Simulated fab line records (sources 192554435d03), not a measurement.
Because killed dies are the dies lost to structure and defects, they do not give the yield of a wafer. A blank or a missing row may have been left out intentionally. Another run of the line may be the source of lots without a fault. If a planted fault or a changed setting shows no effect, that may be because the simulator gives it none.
One fault seen from 3 desks :: flow n5Finfet :: every desk sees just its own numbers, and what lay behind them comes last

== THE TOOL OWNER'S DESK: aldSin-02 ==
The tool's own readings at N5_BEOL_M3_ALD_98 (deposits SiO2, target thk 2.5 nm, pulse time 1 s, co reactant pulse time 1 s): means of the sampled wafers that have a number, for each lot that ran on this tool. If a lot's mean is further than 4 standard deviations from the usual mean, the lot is out of limits and carries the mark OUT (the distance appears in the brackets).
Columns: A = chamberPressureTorr at N5_BEOL_M3_ALD_98, usual 1.999 Torr; B = heaterPowerW at N5_BEOL_M3_ALD_98, usual 82 W; C = precursorPulseHeightRel at N5_BEOL_M3_ALD_98, usual 1.001; D = susceptorTempC at N5_BEOL_M3_ALD_98, usual 100.01 C
lot: L514
first seen here: day 7 10:00
A: 1.996
B: 88
C: 1.019
D: 100.21

lot: L522
first seen here: day 9 02:06
A: 1.999
B: 78
C: 0.977
D: 99.98

lot: L524
first seen here: day 9 16:05
A: 1.995
B: 80
C: 0.981
D: 100.10

lot: L526
first seen here: day 10 15:16
A: 2.001
B: 82
C: 1.014
D: 99.88
This desk's finding: nothing out of limits on any of the 4 lots.

== THE DEFECT DESK ==
Lot by lot, what the route's inspections counted, given as the mean of those sampled wafers with a number. If a lot's mean is further than 4 standard deviations from the usual mean, the lot is out of limits and carries the mark OUT (the distance appears in the brackets).
Columns: A = rawDefectCount at N5_BEOL_M3_INSPECT_13, usual 421
lot: L514
first seen here: day 7 08:26
A: 360

lot: L515
first seen here: day 7 08:29
A: 414

lot: L521
first seen here: day 8 13:20
A: 409

lot: L520
first seen here: day 8 15:55
A: 436

lot: L522
first seen here: day 9 01:04
A: 298

lot: L524
first seen here: day 9 14:44
A: 475

lot: L527
first seen here: day 10 10:01
A: 411

lot: L526
first seen here: day 10 14:13
A: 453

lot: L534
first seen here: day 12 09:01
A: 502

lot: L536
first seen here: day 12 12:36
A: 408
This desk's finding: nothing out of limits on any of the 10 lots.

== FROM THE METROLOGY DESK ==
Lot by lot, what the gauges showed, no matter which tool ran the lot: averages of those sampled wafers that carry a number. If a lot's mean is further than 4 standard deviations from the usual mean, the lot is out of limits and carries the mark OUT (the distance appears in the brackets). It has 10 readings; the 7 that lie furthest out on some lot are the ones shown.
Columns: A = DIBL_N at N5_BEOL_M4_RC_MEAS_101, usual 37.1 mV/V; B = DIBL_P at N5_BEOL_M4_RC_MEAS_101, usual 37.2 mV/V; C = IOFF_N at N5_BEOL_M4_RC_MEAS_101, usual 0.18 nA/um; D = IOFF_P at N5_BEOL_M4_RC_MEAS_101, usual 0.23 nA/um; E = ION_N at N5_BEOL_M4_RC_MEAS_101, usual 682 uA/um; F = SS_P at N5_BEOL_M4_RC_MEAS_101, usual 73.5 mV/dec; G = VT_P at N5_BEOL_M4_RC_MEAS_101, usual -248 mV
lot: L514
first seen here: day 8 02:03
A: 37.3
B: 36.7
C: 0.17
D: 0.23
E: 674
F: 73.0
G: -248

lot: L515
first seen here: day 8 02:15
A: 38.0
B: 36.3
C: 0.16
D: 0.22
E: 672
F: 73.9
G: -250

lot: L521
first seen here: day 9 06:25
A: 34.5
B: 34.7
C: 0.14
D: 0.17
E: 670
F: 72.3
G: -253

lot: L520
first seen here: day 9 08:40
A: 35.1
B: 34.2
C: 0.15
D: 0.19
E: 673
F: 72.3
G: -249

lot: L522
first seen here: day 9 20:41
A: 36.0
B: 36.1
C: 0.17
D: 0.23
E: 683
F: 73.2
G: -248

lot: L524
first seen here: day 10 10:13
A: 35.2
B: 37.2
C: 0.15
D: 0.18
E: 679
F: 73.0
G: -253

lot: L527
first seen here: day 11 02:40
A: 37.2
B: 36.9
C: 0.18
D: 0.25
E: 686
F: 73.1
G: -246

lot: L526
first seen here: day 11 07:41
A: 38.5
B: 40.0
C: 0.22
D: 0.32
E: 698
F: 74.1
G: -244

lot: L534
first seen here: day 13 04:58
A: 38.9
B: 41.1
C: 0.24
D: 0.31
E: 689
F: 74.8
G: -245

lot: L536
first seen here: day 13 06:49
A: 34.5
B: 35.5
C: 0.16
D: 0.23
E: 670
F: 72.6
G: -248
This desk's finding: nothing out of limits on any of the 10 lots.

== ALL TOGETHER ==
The desk of the tool owner found nothing out of limits.
No out-of-limits result turned up at the defect desk.
Nothing out of limits was seen by the metrology desk.

== WHAT THE SIMULATOR HAD PUT IN ==
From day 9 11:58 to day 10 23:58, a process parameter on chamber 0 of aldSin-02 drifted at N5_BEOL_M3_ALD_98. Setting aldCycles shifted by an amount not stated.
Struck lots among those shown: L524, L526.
